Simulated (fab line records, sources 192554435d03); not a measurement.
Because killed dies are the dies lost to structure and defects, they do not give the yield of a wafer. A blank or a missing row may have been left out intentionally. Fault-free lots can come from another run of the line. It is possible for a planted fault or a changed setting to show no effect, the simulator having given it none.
fab line records	flow n5_finfet
record: lots: 10	wafers: 30	last_day: 20
route steps=1938 shown BEOL_M1@830 BEOL_M2@844 BEOL_M4@1111 PASSIVATION@1936
lots that met no fault: from a run of the same line without faults
start_h: the number of hours between the record's first day and the start of the first shown wafer of the lot	wait_h: hours since the lot's step before	" same as the row above	L1.1+2: several wafers, shown together as one row	- no value, or no start given	* or withheld: withheld	< > ~ a bound
route shown NAME@n: names a module that has steps shown in the file, with the first one's number in the route	usual: mean and standard deviation over wafers with no fault	same: alike in all rows	chamber/n: place in a boat	sites: readings site by site	_std_site: standard deviation across them	_edge_site: outer sites' mean less inner sites'	radius_mm: how far each site lies from the wafer's centre	mask NAME#n: copy n	behind: tool/chamber where the wafer was last shaped	hold: reason for holding the lot/hours on hold/outcome of the hold	device: names the non-switching transistor (n, p or np)	end of line: the tests these same wafers got at the end of their route	a step with no rows: only its recipe	killed: dies lost to structure and defects at the first sort, not the wafer's yield	map: the dies of a wafer, with x for killed, . for not killed, _ for no die there
set.NAME: the setting as run; set.NAME@STEP: as run at that earlier step	model.NAME: the simulator's own value behind a step, which no gauge read
steps of the route over a sample of lots; a table a step, a row a wafer
services: when a tool's chamber went out of use (start_h, in hours from the record's first day, below 0 if earlier), for how many hours, and the reason
== steps ==
step: N5_BEOL_M1_SPUTTER_96
recipe: material: Cu	target_thk_a: 45	temp_c: -20	chamber_pressure_pa: 0.07	power_w: withheld	time_s: 8.29
usual: throttle_valve_pct: 29.7/0.6
lot.wafer	tool	chamber	start_h	wait_h	throttle_valve_pct
L328.2	pvd_sputter-03	-	136.14	0.1	29.2
L328.4	"	-	"	"	29.8
L328.5	"	-	"	"	29.6
L330.1	pvd_sputter-02	-	159.12	0.1	30.1
L330.5	"	-	"	"	29.2
L330.6	"	-	"	"	30.2
L331.1	pvd_sputter-03	-	160.81	0.1	29.7
L331.4	"	-	"	"	30.7
L331.5	"	-	"	"	29.3
L333.1	pvd_sputter-02	-	170.23	0.1	29.9
L333.2	"	-	"	"	29.9
L333.4	"	-	"	"	29.8
L336.1	pvd_sputter-02	-	184.70	0.1	29.0
L336.3	"	-	"	"	30.1
L336.5	"	-	"	"	29.9
L340.1	pvd_sputter-02	-	239.08	0.1	29.5
L340.2	"	-	"	"	30.2
L340.5	"	-	"	"	29.9
L342.2	pvd_sputter-03	-	244.72	0.1	29.2
L342.3	"	-	"	"	29.2
L342.5	"	-	"	"	30.7
L345.3	pvd_sputter-02	-	253.12	0.1	29.8
L345.4	"	-	"	"	29.0
L345.5	"	-	"	"	29.6
L346.1	pvd_sputter-02	-	264.34	0.1	30.0
L346.2	"	-	"	"	29.3
L346.6	"	-	"	"	29.7
L350.1	pvd_sputter-02	-	275.62	0.1	29.5
L350.2	"	-	"	"	29.8
L350.4	"	-	"	"	30.3
step: N5_BEOL_M1_DEP_57
recipe: material: SiCN	target_thk_a: 80	temp_c: withheld	precursor: 3MS/NH3	pressure_torr: 3	rf_w: 202	time_s: 14
usual: showerhead_plenum_p_Torr: 3.661/0.013	throttle_valve_pct: 9.0/0.47
lot.wafer	tool	chamber	start_h	wait_h	showerhead_plenum_p_Torr	throttle_valve_pct
L328.2	pecvd-01	1	138.04	0.0	3.657	9.0
L328.4	"	2	"	"	3.681	8.6
L328.5	"	1	"	"	3.646	9.1
L330.1	pecvd-02	2	160.15	0.0	3.647	8.4
L330.5	"	0	"	"	3.679	9.9
L330.6	"	1	"	"	3.656	9.1
L331.1	pecvd-02	2	161.97	0.0	3.657	8.3
L331.4	"	0	"	"	3.680	9.4
L331.5	"	1	"	"	3.654	9.1
L333.1	pecvd-02	1	171.23	0.0	3.660	9.4
L333.2	"	0	"	"	3.686	9.8
L333.4	"	1	"	"	3.660	9.1
L336.1	pecvd-01	1	185.70	0.0	3.663	9.2
L336.3	"	0	"	"	3.636	9.7
L336.5	"	2	"	"	3.670	8.5
L340.1	pecvd-03	1	240.20	0.0	3.645	8.8
L340.2	"	2	"	"	3.655	8.7
L340.5	"	1	"	"	3.656	8.5
L342.2	pecvd-01	1	245.70	0.0	3.655	9.3
L342.3	"	2	"	"	3.673	8.6
L342.5	"	1	"	"	3.662	8.9
L345.3	pecvd-02	1	255.03	0.0	3.662	9.3
L345.4	"	0	"	"	3.682	9.8
L345.5	"	1	"	"	3.666	9.3
L346.1	pecvd-01	2	265.59	0.0	3.681	8.5
L346.2	"	0	"	"	3.652	9.5
L346.6	"	1	"	"	3.662	9.2
L350.1	pecvd-01	2	276.60	0.0	3.675	8.5
L350.2	"	1	"	"	3.656	9.1
L350.4	"	1	"	"	3.672	9.2
step: N5_BEOL_M2_HM_DEP_02
recipe: material: TiN	target_thk_a: 200	temp_c: 25	chamber_pressure_pa: 0.49996
usual: throttle_valve_pct: 29.7/0.74
lot.wafer	tool	chamber	start_h	wait_h	throttle_valve_pct
L328.2	pvd_sputter-03	-	139.90	1.6	29.7
L328.4	"	-	"	"	29.1
L328.5	"	-	"	"	30.5
L330.1	pvd_sputter-01	-	160.85	0.5	30.2
L330.5	"	-	"	"	30.0
L330.6	"	-	"	"	31.1
L331.1	pvd_sputter-02	-	163.86	1.6	29.8
L331.4	"	-	"	"	29.2
L331.5	"	-	"	"	29.6
L333.1	pvd_sputter-02	-	171.71	0.2	30.1
L333.2	"	-	"	"	29.6
L333.4	"	-	"	"	29.5
L336.1	pvd_sputter-03	-	187.64	1.7	29.1
L336.3	"	-	"	"	28.9
L336.5	"	-	"	"	29.4
L340.1	pvd_sputter-02	-	240.66	0.2	29.8
L340.2	"	-	"	"	29.0
L340.5	"	-	"	"	29.9
L342.2	pvd_sputter-01	-	246.39	0.4	28.2
L342.3	"	-	"	"	31.1
L342.5	"	-	"	"	29.8
L345.3	pvd_sputter-01	-	256.56	1.3	31.1
L345.4	"	-	"	"	29.9
L345.5	"	-	"	"	29.9
L346.1	pvd_sputter-03	-	267.47	1.6	29.3
L346.2	"	-	"	"	29.8
L346.6	"	-	"	"	29.8
L350.1	pvd_sputter-01	-	276.89	0.0	31.2
L350.2	"	-	"	"	30.1
L350.4	"	-	"	"	30.2
step: N5_BEOL_M2_COAT_73
recipe: resist: underlayer	temp_c: 205	time_s: 60	spin_rpm: 1500	resist_thk_nm: 5
usual: exhaust_pa: 45.0/0.9	heater_power_total_W: 391.7/1.3	plate_temp_C: 205.00/0.15
lot.wafer	tool	chamber	start_h	wait_h	exhaust_pa	heater_power_total_W	plate_temp_C
L328.2	litho_track-01	0	140.03	-	43.7	392.2	204.98
L328.4	"	0	"	"	44.3	393.1	204.76
L328.5	"	0	"	"	44.6	391.0	204.91
L330.1	litho_track-02	0	160.99	-	44.4	393.6	204.93
L330.5	"	0	"	"	44.4	392.7	204.96
L330.6	"	0	"	"	44.1	393.2	205.15
L331.1	litho_track-02	0	163.99	-	45.5	389.6	205.13
L331.4	"	0	"	"	44.5	392.1	205.00
L331.5	"	0	"	"	45.0	390.9	204.89
L333.1	litho_track-01	0	171.85	-	45.6	393.3	205.16
L333.2	"	0	"	"	47.0	391.0	205.11
L333.4	"	0	"	"	45.7	391.2	205.13
L336.1	litho_track-01	0	187.78	-	44.9	390.1	204.99
L336.3	"	0	"	"	42.7	390.5	205.17
L336.5	"	0	"	"	46.5	393.2	205.15
L340.1	litho_track-01	0	240.79	-	45.2	346.0	186.60
L340.2	"	0	"	"	46.1	349.7	186.58
L340.5	"	0	"	"	45.0	348.2	186.54
L342.2	litho_track-01	0	246.52	-	45.8	346.9	186.48
L342.3	"	0	"	"	45.6	344.1	186.32
L342.5	"	0	"	"	45.2	349.6	186.62
L345.3	litho_track-02	0	256.69	-	43.7	390.8	204.99
L345.4	"	0	"	"	44.0	389.6	205.07
L345.5	"	0	"	"	43.1	390.0	205.22
L346.1	litho_track-02	0	267.60	-	44.6	392.4	204.87
L346.2	"	0	"	"	43.9	391.3	204.92
L346.6	"	0	"	"	45.9	393.3	205.19
L350.1	litho_track-02	0	277.03	-	46.2	393.2	204.99
L350.2	"	0	"	"	45.4	392.5	205.11
L350.4	"	0	"	"	46.5	391.0	204.83
step: N5_BEOL_M4_RC_MEAS_101
usual: DIBL_N: 36.0/1.9	DIBL_P: 35.6/2.2	IOFF_N: 0.15/0.031	IOFF_P: 0.19/0.032	ION_N: 668/11	ION_P: 455/7.2	SS_N: 71.5/0.65	SS_P: 73.4/0.64	VT_N: 251/3.6	VT_P: -253/3.3
lot.wafer	tool	chamber	start_h	wait_h	DIBL_N[mV/V]	DIBL_P[mV/V]	IOFF_N[nA/um]	IOFF_P[nA/um]	ION_N[uA/um]	ION_P[uA/um]	SS_N[mV/dec]	SS_P[mV/dec]	VT_N[mV]	VT_P[mV]
L328.2	prober-02	0	193.89	0.2	35.0	34.2	0.11	0.14	661	445	72.1	72.7	258	-259
L328.4	"	0	"	"	35.1	34.4	0.12	0.14	658	444	71.0	72.9	254	-256
L328.5	"	0	"	"	36.2	36.1	0.13	0.16	669	453	71.8	73.5	252	-258
L331.1	prober-01	0	215.89	0.0	34.7	34.5	0.14	0.19	665	458	70.7	72.5	252	-251
L331.4	"	0	"	"	40.0	38.0	0.23	0.25	681	457	72.7	74.4	249	-250
L331.5	"	0	"	"	37.7	36.0	0.18	0.22	669	465	71.5	74.2	249	-251
L330.1	prober-02	0	226.65	0.0	38.1	37.8	0.20	0.23	685	463	71.4	73.6	241	-249
L330.5	"	0	"	"	36.1	36.1	0.16	0.20	676	459	71.4	73.3	251	-253
L330.6	"	0	"	"	35.0	33.9	0.15	0.17	665	453	71.7	72.9	251	-254
L333.1	prober-01	0	241.22	0.0	37.8	38.5	0.18	0.21	682	457	72.4	73.8	249	-252
L333.2	"	0	"	"	38.2	39.4	0.19	0.23	678	459	72.5	73.5	249	-253
L333.4	"	0	"	"	36.1	37.7	0.16	0.21	677	466	71.5	73.6	248	-252
L336.1	prober-02	0	277.22	0.0	33.7	33.8	0.13	0.17	657	458	71.4	72.4	254	-252
L336.3	"	0	"	"	35.4	35.8	0.15	0.20	668	461	71.9	73.1	248	-252
L336.5	"	0	"	"	32.5	33.3	0.12	0.17	651	450	71.5	72.8	256	-252
L340.1	prober-02	0	304.20	0.0	36.9	37.9	0.18	0.21	683	459	71.5	73.2	246	-253
L340.2	"	0	"	"	36.6	38.0	0.16	0.20	668	453	71.7	73.3	252	-250
L340.5	"	0	"	"	38.0	38.5	0.20	0.22	685	461	71.9	74.0	247	-250
L342.2	prober-01	0	305.76	0.2	36.3	38.5	0.16	0.21	666	458	71.4	73.7	248	-253
L342.3	"	0	"	"	35.7	36.3	0.16	0.17	666	445	72.0	73.4	249	-258
L342.5	"	0	"	"	36.9	38.1	0.18	0.20	668	458	72.0	73.8	251	-256
L345.3	prober-02	0	313.97	0.3	39.8	39.7	0.22	0.24	700	467	71.8	74.1	248	-250
L345.4	"	0	"	"	38.8	38.4	0.18	0.24	674	462	72.7	74.6	248	-252
L345.5	"	0	"	"	38.1	37.0	0.17	0.20	671	458	71.4	73.9	250	-253
L346.1	prober-01	0	331.90	0.0	37.3	36.5	0.17	0.20	679	457	71.4	73.6	247	-251
L346.2	"	0	"	"	36.7	35.3	0.15	0.18	665	451	72.2	72.7	250	-253
L346.6	"	0	"	"	38.7	39.4	0.21	0.25	686	462	72.4	73.9	243	-251
L350.1	prober-01	0	361.52	0.0	34.9	33.6	0.13	0.17	671	460	71.2	73.1	250	-252
L350.2	"	0	"	"	34.3	33.6	0.12	0.18	653	451	70.9	73.2	254	-253
L350.4	"	0	"	"	37.0	36.7	0.16	0.24	684	469	71.4	74.6	248	-246
step: N5_PASSIVATION_PROBE_49
usual: defect_limited_yield: 91.3/1.4	killed_at_M0_to_M3: 34/10	killed_at_M4_up: 14/5.5	killed_at_contacts: 12/6	killed_at_front_end: 40/10	killed_at_other: 3.0/2.4	killed_dies: 103/17	killed_open: 68/13	killed_short: 34/7.8	sort_bin_5_function: 5.1/0.97	sort_bin_6_memory: 3.3/0.66	sort_n_pass: 1077/17	sort_yield_pct: 91.2/1.4
same: gross_dies: 1180	killed_at_back_side: 0	sort_bin_4_leakage[%]: 0	sort_bin_8_speed[%]: 0
lot.wafer	tool	chamber	start_h	wait_h	defect_limited_yield[%]	killed_at_M0_to_M3	killed_at_M4_up	killed_at_contacts	killed_at_front_end	killed_at_other	killed_dies	killed_open	killed_short	sort_bin_5_function[%]	sort_bin_6_memory[%]	sort_n_pass	sort_yield_pct[%]
L328.2	prober-02	-	294.87	0.1	92.0	26	7	14	44	3	94	67	26	4.5	3.3	1086	92.0
L328.4	prober-02	-	294.97	0.2	90.7	49	9	11	36	5	110	70	38	4.7	4.2	1070	90.7
L328.5	prober-02	-	295.02	0.2	91.2	46	7	11	40	0	104	63	40	5.3	3.3	1076	91.2
L330.1	prober-02	-	323.36	0.4	92.3	26	31	9	25	0	91	57	32	3.6	3.6	1089	92.3
L330.5	prober-02	-	323.56	0.6	89.7	45	9	12	50	6	122	85	37	5.9	4.3	1058	89.7
L330.6	prober-02	-	323.61	0.7	88.7	39	20	6	65	3	133	86	45	6.3	4.4	1047	88.7
L340.1	prober-02	-	410.10	0.0	93.1	27	12	9	32	1	81	64	16	4.0	2.9	1099	93.1
L340.2	prober-02	-	410.15	0.1	92.5	31	12	2	40	3	88	61	23	4.5	2.5	1092	92.5
L340.5	prober-02	-	410.30	0.2	92.6	24	10	7	42	4	87	55	28	3.6	2.7	1093	92.6
L342.2	prober-01	-	416.65	0.1	90.6	49	11	10	38	3	111	66	38	5.1	3.5	1069	90.6
L342.3	prober-01	-	416.70	0.1	92.5	35	13	12	25	3	88	63	25	4.3	3.0	1092	92.5
L342.5	prober-01	-	416.80	0.2	91.0	28	19	8	47	4	106	67	38	5.0	3.8	1074	91.0
L345.3	prober-01	-	422.17	0.1	92.0	29	6	22	33	4	94	61	29	5.2	2.6	1086	92.0
L345.4	prober-01	-	422.22	0.2	90.1	33	12	22	49	1	117	83	32	5.8	3.8	1063	90.1
L345.5	prober-01	-	422.27	0.2	91.8	33	10	11	30	13	97	68	29	5.0	3.1	1083	91.8
L346.1	prober-01	-	428.06	0.0	91.8	38	18	4	35	2	97	67	26	5.0	2.9	1083	91.8
L346.2	prober-01	-	428.11	0.1	89.2	41	19	12	55	0	127	95	32	6.7	3.8	1053	89.2
L346.6	prober-01	-	428.31	0.3	88.7	49	14	14	53	3	133	103	28	6.7	4.2	1047	88.7
L350.1	prober-02	-	475.30	0.0	90.0	34	13	10	54	7	118	75	41	6.1	3.6	1062	90.0
L350.2	prober-02	-	475.35	0.1	86.9	58	20	13	59	4	154	97	57	7.7	4.6	1026	86.9
L350.4	prober-02	-	475.45	0.2	90.6	38	10	15	42	6	111	72	33	5.1	3.6	1069	90.6
killed by level:class
L328.2 FIN_SAQP:geometric_particle:open=12 BEOL_M0_SAQP:geometric_particle:open=11 STI_FIN_REVEAL:geometric_particle:open=10 MOL_CONTACT_COAG:geometric_particle:open=10 FIN_SAQP:geometric_particle:short=6 BEOL_M3:geometric_particle:open=6 MOL_CONTACT_COAG:geometric_particle:short=4 BEOL_M0_SAQP:geometric_particle:short=4
L328.4 BEOL_M0_SAQP:geometric_particle:open=14 BEOL_M0_SAQP:geometric_particle:short=13 FIN_SAQP:geometric_particle:open=8 MOL_CONTACT_COAG:geometric_particle:open=8 FIN_SAQP:geometric_particle:short=8 BEOL_M1:geometric_particle:open=6 BEOL_M2:geometric_particle:open=6 ILD0:geometric_particle:open=5
L328.5 BEOL_M3:geometric_particle:open=15 FIN_SAQP:geometric_particle:short=12 FIN_SAQP:geometric_particle:open=8 MOL_CONTACT_COAG:geometric_particle:open=8 BEOL_M0_SAQP:geometric_particle:open=8 BEOL_M1:geometric_particle:open=7 BEOL_M0_SAQP:geometric_particle:short=6 STI_FIN_REVEAL:geometric_particle:open=4
L330.1 BEOL_M4:geometric_particle:open=12 BEOL_M0:geometric_particle:short=8 BEOL_M5:geometric_particle:open=8 GATE_CUT:geometric_particle:short=7 BEOL_M1:geometric_particle:open=7 MOL_CONTACT_COAG:geometric_particle:open=6 BEOL_M2:geometric_particle:open=5 FIN_SAQP:geometric_particle:short=4
L330.5 STI_FIN_REVEAL:geometric_particle:open=17 BEOL_M2:geometric_particle:open=15 MOL_CONTACT_COAG:geometric_particle:open=10 BEOL_M3:geometric_particle:open=9 FIN_SAQP:geometric_particle:open=8 BEOL_M0:geometric_particle:short=6 FIN_SAQP:geometric_particle:short=5 GATE_CUT:geometric_particle:short=5
L330.6 FIN_SAQP:geometric_particle:open=17 STI_FIN_REVEAL:geometric_particle:open=13 FIN_SAQP:geometric_particle:short=10 BEOL_M3:geometric_particle:open=10 BEOL_M0:geometric_particle:short=7 BEOL_M4:geometric_particle:open=7 GATE_CUT:geometric_particle:short=6 BEOL_M5:geometric_particle:open=6
L340.1 STI_FIN_REVEAL:geometric_particle:open=13 FIN_SAQP:geometric_particle:open=9 MOL_CONTACT_COAG:geometric_particle:open=9 BEOL_M3:geometric_particle:open=9 DUMMY_GATE:geometric_particle:open=5 BEOL_M0_SAQP:geometric_particle:short=5 BEOL_M1:geometric_particle:open=4 BEOL_M2:geometric_particle:open=4
L340.2 STI_FIN_REVEAL:geometric_particle:open=17 BEOL_M0_SAQP:geometric_particle:open=10 BEOL_M3:geometric_particle:open=7 BEOL_M0_SAQP:geometric_particle:short=6 HKMG_FIN:area_etch=4 FIN_SAQP:geometric_particle:open=3 STI_FIN_REVEAL:geometric_particle:short=3 ILD0:geometric_particle:short=3
L340.5 FIN_SAQP:geometric_particle:open=14 FIN_SAQP:geometric_particle:short=10 BEOL_M0:geometric_particle:open=6 STI_FIN_REVEAL:geometric_particle:open=5 MOL_CONTACT_COAG:geometric_particle:open=5 BEOL_M0_SAQP:geometric_particle:open=5 BEOL_M4:geometric_particle:open=5 BEOL_M1:geometric_particle:open=4
L342.2 BEOL_M0_SAQP:geometric_particle:open=11 FIN_SAQP:geometric_particle:open=8 MOL_CONTACT_COAG:geometric_particle:open=8 BEOL_M3:geometric_particle:open=7 HKMG_FIN:area_etch=7 STI_FIN_REVEAL:geometric_particle:open=6 BEOL_M0_SAQP:geometric_particle:short=6 BEOL_M2:geometric_particle:open=6
L342.3 MOL_CONTACT_COAG:geometric_particle:open=10 BEOL_M0_SAQP:geometric_particle:open=9 GATE_CUT:geometric_particle:short=6 BEOL_M1:geometric_particle:open=6 BEOL_M0_SAQP:geometric_particle:short=5 BEOL_M2:geometric_particle:open=5 BEOL_M3:geometric_particle:open=5 BEOL_M4:geometric_particle:open=5
L342.5 FIN_SAQP:geometric_particle:open=7 STI_FIN_REVEAL:geometric_particle:open=7 BEOL_M0_SAQP:geometric_particle:short=7 FIN_SAQP:geometric_particle:short=6 BEOL_M1:geometric_particle:short=6 ILD0:geometric_particle:open=5 MOL_CONTACT_COAG:geometric_particle:open=5 BEOL_M3:geometric_particle:open=5
L345.3 MOL_CONTACT_COAG:geometric_particle:open=19 FIN_SAQP:geometric_particle:short=9 BEOL_M0_SAQP:geometric_particle:short=7 BEOL_M3:geometric_particle:open=7 FIN_SAQP:geometric_particle:open=6 STI_FIN_REVEAL:geometric_particle:open=6 BEOL_M2:geometric_particle:open=6 DUMMY_GATE:geometric_particle:open=4
L345.4 BEOL_M3:geometric_particle:open=17 MOL_CONTACT_COAG:geometric_particle:open=14 DUMMY_GATE:geometric_particle:open=10 STI_FIN_REVEAL:geometric_particle:open=9 GATE_CUT:geometric_particle:short=8 BEOL_M4:geometric_particle:open=7 FIN_SAQP:geometric_particle:open=6 MOL_CONTACT_COAG:geometric_particle:short=6
L345.5 MOL_CONTACT_COAG:geometric_particle:open=10 BEOL_M3:geometric_particle:open=10 BEOL_M1:geometric_particle:open=9 BEOL_M4:geometric_particle:open=7 FIN_SAQP:geometric_particle:short=5 STI_FIN_REVEAL:geometric_particle:open=5 DUMMY_GATE:geometric_particle:open=4 ILD0:geometric_particle:open=4
L346.1 BEOL_M3:geometric_particle:open=11 STI_FIN_REVEAL:geometric_particle:open=10 BEOL_M4:geometric_particle:open=7 BEOL_M0:geometric_particle:open=6 BEOL_M1:geometric_particle:open=6 FIN_SAQP:geometric_particle:open=5 BEOL_M1:geometric_particle:short=4 BEOL_M0_SAQP:geometric_particle:open=4
L346.2 STI_FIN_REVEAL:geometric_particle:open=21 MOL_CONTACT_COAG:geometric_particle:open=11 BEOL_M1:geometric_particle:open=10 BEOL_M4:geometric_particle:open=10 GATE_CUT:geometric_particle:short=8 FIN_SAQP:geometric_particle:open=7 BEOL_M0_SAQP:geometric_particle:open=7 BEOL_M3:geometric_particle:open=7
L346.6 STI_FIN_REVEAL:geometric_particle:open=21 MOL_CONTACT_COAG:geometric_particle:open=13 BEOL_M1:geometric_particle:open=11 FIN_SAQP:geometric_particle:open=9 BEOL_M3:geometric_particle:open=9 BEOL_M0_SAQP:geometric_particle:open=9 BEOL_M0_SAQP:geometric_particle:short=8 GATE_CUT:geometric_particle:open=5
L350.1 STI_FIN_REVEAL:geometric_particle:open=14 FIN_SAQP:geometric_particle:short=13 FIN_SAQP:geometric_particle:open=8 MOL_CONTACT_COAG:geometric_particle:open=8 BEOL_M2:geometric_particle:open=7 BEOL_M4:geometric_particle:open=6 BEOL_M3:geometric_particle:short=5 BEOL_M0_SAQP:geometric_particle:open=4
L350.2 BEOL_M1:geometric_particle:open=15 FIN_SAQP:geometric_particle:short=12 FIN_SAQP:geometric_particle:open=12 BEOL_M0_SAQP:geometric_particle:short=12 STI_FIN_REVEAL:geometric_particle:open=12 MOL_CONTACT_COAG:geometric_particle:open=9 BEOL_M5:geometric_particle:open=7 BEOL_M0_SAQP:geometric_particle:open=7
L350.4 MOL_CONTACT_COAG:geometric_particle:open=12 BEOL_M1:geometric_particle:open=11 STI_FIN_REVEAL:geometric_particle:open=10 FIN_SAQP:geometric_particle:open=8 BEOL_M3:geometric_particle:open=7 FIN_SAQP:geometric_particle:short=6 BEOL_M0_SAQP:geometric_particle:short=5 BEOL_M2:geometric_particle:open=5
== services ==
tool	chamber	start_h	hours	kind
pecvd-03	-	125.98	0.6	repair
pecvd-02	1	127.44	2.1	scheduled_down
pvd_sputter-01	-	133.60	1.9	repair
litho_track-01	-	134.47	-	consumable_replace:filter
pvd_sputter-01	-	143.27	4.6	repair
pecvd-03	0	144.63	19.6	repair
pecvd-01	-	160.83	0.8	repair
litho_track-01	-	161.92	-	consumable_replace:filter
pecvd-02	2	163.09	76.1	repair
litho_track-02	-	176.58	-	consumable_replace:filter
pecvd-01	-	203.81	0.8	pm
pecvd-01	-	218.69	0.9	repair
pecvd-02	0	234.70	5.0	scheduled_down
pecvd-01	2	236.31	2.1	scheduled_down
pecvd-03	1	243.89	5.5	scheduled_down
== key ==
first_sign: step: N5_BEOL_M2_COAT_73	reading: plate_temp_C	direction: down	sigmas: 99+	usual: *	struck: *
effect: step: N5_BEOL_M2_COAT_73	reading: heater_power_total_W	direction: down	sigmas: 33	usual: *	struck: *
met_at N5_BEOL_M2_COAT_73
struck_lots L340,L342
not_acting_at N5_BEOL_M1_SPUTTER_96,N5_BEOL_M1_DEP_57,N5_BEOL_M2_HM_DEP_02
onset_between 187.78 240.79
fault: kind: process_parameter_drift	tool: litho_track-01	chamber: -	onset_h: 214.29	steps: N5_BEOL_M2_COAT_73	channel: temp_c	offset: *	shape: step	end_h: 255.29	acts_in: *	stated: *
